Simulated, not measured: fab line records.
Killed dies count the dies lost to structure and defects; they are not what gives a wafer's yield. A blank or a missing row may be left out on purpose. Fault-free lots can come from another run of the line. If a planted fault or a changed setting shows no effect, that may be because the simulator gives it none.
Chamber matching || flow n5Finfet || cmp-02 running N5_BEOL_M2_CMP_52: 4 sister chambers
The step polishes, stops on SiOC, t overpolish 6.8 s, target thk 40 nm. 4 wafers are shown with their chamber, then 7 later ones without.

WAFERS PAIRED WITH THEIR CHAMBERS
{"wafer": "L076.1", "chamber": 1, "motorCurrentA (A)": 6.3}
{"wafer": "L080.3", "chamber": 2, "motorCurrentA (A)": 6.1}
{"wafer": "L082.1", "chamber": 0, "motorCurrentA (A)": 7.2}
{"wafer": "L082.4", "chamber": 3, "motorCurrentA (A)": 5.9}

WAFERS MISSING THEIR CHAMBER
{"wafer": "L082.5", "motorCurrentA (A)": 6.4}
{"wafer": "L095.2", "motorCurrentA (A)": 6.4}
{"wafer": "L095.5", "motorCurrentA (A)": 6.5}
{"wafer": "L095.6", "motorCurrentA (A)": 6.5}
{"wafer": "L096.1", "motorCurrentA (A)": 5.8}
{"wafer": "L096.2", "motorCurrentA (A)": 7.9}
{"wafer": "L096.5", "motorCurrentA (A)": 5.9}

CHAMBER TAKEN BY EACH
{"wafer": "L082.5", "from the rows above": "can't be placed: 1 or 2 or 3", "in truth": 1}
{"wafer": "L095.2", "from the rows above": "can't be placed: 1 or 2 or 3", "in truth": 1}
{"wafer": "L095.5", "from the rows above": "can't be placed: 1 or 2 or 3 or 0", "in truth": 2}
{"wafer": "L095.6", "from the rows above": "can't be placed: 1 or 2 or 3 or 0", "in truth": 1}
{"wafer": "L096.1", "from the rows above": "can't be placed: 3 or 2 or 1", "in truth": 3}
{"wafer": "L096.2", "from the rows above": 0, "in truth": 0}
{"wafer": "L096.5", "from the rows above": "can't be placed: 3 or 2 or 1", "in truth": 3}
Placed correctly: 1 of 7. These rows do not allow placing 6 (true chamber among the candidates in 6). 0 placed wrongly.
How it was worked out, from the rows above alone: a wafer's distance from a chamber is the root of the sum, over the readings, of the square of ((its reading less the chamber's mean) divided by the reading's scatter). If the next closest chamber is less than 2 further off than the closest, the wafer can't be placed; otherwise it belongs to the closest. The mean given for a chamber averages the wafers shown for that chamber. The scatter (one wafer shown for each chamber): square how far every hidden wafer sits from the nearest shown wafer, average those squares and take the square root.
